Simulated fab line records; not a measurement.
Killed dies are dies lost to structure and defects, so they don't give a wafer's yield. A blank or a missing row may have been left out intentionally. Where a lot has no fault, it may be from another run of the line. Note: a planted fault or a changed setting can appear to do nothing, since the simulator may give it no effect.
Which of the tools did it?	flow nand harc	12 lots, 36 wafers sampled, at 2 steps of a route of 1302

## WHAT THE GAUGES READ, wafer by wafer
NHARC_A_CONTACT_CD_MEAS_42: the cd target is 300 nm.
lot	measured	on	cd nm (nm)
L075	day 21 23:14	cd sem-03	300.3 300.5 301.2
L078	day 22 09:59	cd sem-01	300.8 300.0 300.5
L080	day 22 20:37	cd sem-01	299.9 299.1 299.1
L084	day 24 21:55	cd sem-03	299.2 299.6 299.0
L083	day 25 08:36	cd sem-01	299.4 299.3 299.8
L085	day 25 20:23	cd sem-03	299.8 299.2 299.0
L088	day 26 23:49	cd sem-03	300.0 299.7 299.9
L087	day 27 10:28	cd sem-02	299.1 299.2 298.5
L090	day 28 01:56	cd sem-01	301.2 300.7 300.8
L094	day 28 20:52	cd sem-03	299.5 300.0 299.7
L097	day 30 09:35	cd sem-03	299.5 299.7 299.6
L095	day 31 03:56	cd sem-03	299.0 300.1 298.6

## TOOL THAT RAN EACH LOT (tool first, then ch and the chambers of the sampled wafers, then the start)
lot	NHARC_A_CONTACT_DEP_24
L075	pecvd-02 ch 0,1,2, day 21 17:36
L078	pecvd-03 ch 1,2, day 22 04:18
L080	pecvd-04 ch 0,1,2, day 22 14:33
L084	pecvd-04 ch 0,2, day 24 16:23
L083	pecvd-04 ch 0,1,2, day 25 00:41
L085	pecvd-04 ch 0,2, day 25 14:49
L088	pecvd-02 ch 1,2, day 26 15:31
L087	pecvd-02 ch 1,2, day 27 04:19
L090	pecvd-04 ch 0,1,2, day 27 20:18
L094	pecvd-03 ch 0,2, day 28 13:55
L097	pecvd-02 ch 0,1, day 30 04:05
L095	pecvd-03 ch 0,1,2, day 30 22:29
- NHARC_A_CONTACT_DEP_24: deposits SiO2, target thk 500 nm.

## THE ANSWER, worked out from the rows above alone
Rule: usual is defined by the lots themselves. Put in order of their means at a reading, lots are off if they are a third of the lots or fewer, leave a main group of 4 or more, and stand apart from it by a gap of 3 or more times the standard deviation of the main group's means; of several such gaps the widest counts. If all means in a main group match to the digits the tables above print for the reading, that group is not used. Also off: a lot with no number at a reading for which 4 or more lots have one. Any other lot the step has rows for is counted as sound.
Nothing can be told from this: no lot is off at any reading shown.

## WHAT THE SIMULATOR PUT IN
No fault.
